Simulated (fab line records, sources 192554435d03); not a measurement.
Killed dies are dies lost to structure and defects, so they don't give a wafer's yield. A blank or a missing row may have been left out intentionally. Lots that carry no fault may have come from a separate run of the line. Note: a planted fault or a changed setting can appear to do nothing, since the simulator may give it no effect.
The tool behind it: which one? | flow n5_finfet | 12 lots, 35 wafers sampled, at 2 steps of a route of 1938

WHAT THE GAUGES READ, wafer by wafer
N5_BEOL_M15_OVL_MEAS_11. Usual: for V14_OVL the level is 1 nm and the standard deviation is 5.
lot  | measured     | on         | V14_OVL (nm) | flag
L550 | day 12 04:48 | overlay-02 | 2 0 -1       |
L549 | day 12 07:35 | overlay-01 | -2 4 4       |
L553 | day 12 20:39 | overlay-02 | 11 1 0       |
L551 | day 13 00:25 | overlay-02 | 1 -2 2       |
L554 | day 13 05:52 | overlay-02 | -2 2 0       |
L556 | day 13 22:44 | overlay-01 | 0 -4 0       |
L557 | day 14 07:25 | overlay-02 | 0 -3         |
L559 | day 14 07:34 | overlay-01 | 7 2 5        |
L558 | day 14 10:29 | overlay-01 | -2 -6 -6     |
L567 | day 17 00:38 | overlay-02 | -5 4 -5      |
L568 | day 17 02:57 | overlay-01 | -4 5 3       |
L570 | day 17 16:15 | overlay-01 | -8 -6 2      |

N5_BEOL_M15_INSPECT_12: inspects for defects (macro). Usual: raw_defect_count reads 2.0 (standard deviation 1.6).
lot  | measured     | on                | raw_defect_count | flag
L550 | day 12 04:49 | defect_inspect-01 | 2 4 1            |
L549 | day 12 07:37 | defect_inspect-02 | 3 0 5            |
L553 | day 12 20:41 | defect_inspect-02 | 2 3 2            |
L551 | day 13 00:26 | defect_inspect-02 | 1 1 2            |
L554 | day 13 05:53 | defect_inspect-01 | 4 1 0            |
L556 | day 13 22:45 | defect_inspect-02 | 2 0 2            |
L557 | day 14 07:26 | defect_inspect-02 | 1 2              |
L559 | day 14 07:49 | defect_inspect-02 | 1 4 1            |
L558 | day 14 10:31 | defect_inspect-02 | 0 1 1            |
L567 | day 17 00:40 | defect_inspect-01 | 0 1 4            |
L568 | day 17 02:58 | defect_inspect-01 | 4 3 1            |
L570 | day 17 16:17 | defect_inspect-02 | 1 0 1            |

WHICH TOOL RAN EACH LOT (tool, then ch and the chambers of the sampled wafers, then the start)
No process step before these readings appears in the record.

WHAT THE TOOLS THEMSELVES READ (means of the sampled wafers that have a number; where no wafer has one, the mark that the record gives instead)
The record holds no such reading with a usual standard deviation.

THE ANSWER, worked out from the rows above alone
Rule: take the mean of a lot's wafers that have a number; if it is more than 3 standard deviations from the usual mean, the lot is off. Also off: a lot with no number at a reading for which 4 or more lots have one. Where the step has rows for the other lots, those lots are counted as sound. After the gauges, taken in route order, come the tools' own readings; for these a lot's mean is taken, as printed above. At the first step where some lot is off, the reading lying furthest off is the one used; lots without a number count as furthest.
No lot is off on any of the readings shown, so nothing can be concluded from this.

WHAT WAS PUT IN BY THE SIMULATOR
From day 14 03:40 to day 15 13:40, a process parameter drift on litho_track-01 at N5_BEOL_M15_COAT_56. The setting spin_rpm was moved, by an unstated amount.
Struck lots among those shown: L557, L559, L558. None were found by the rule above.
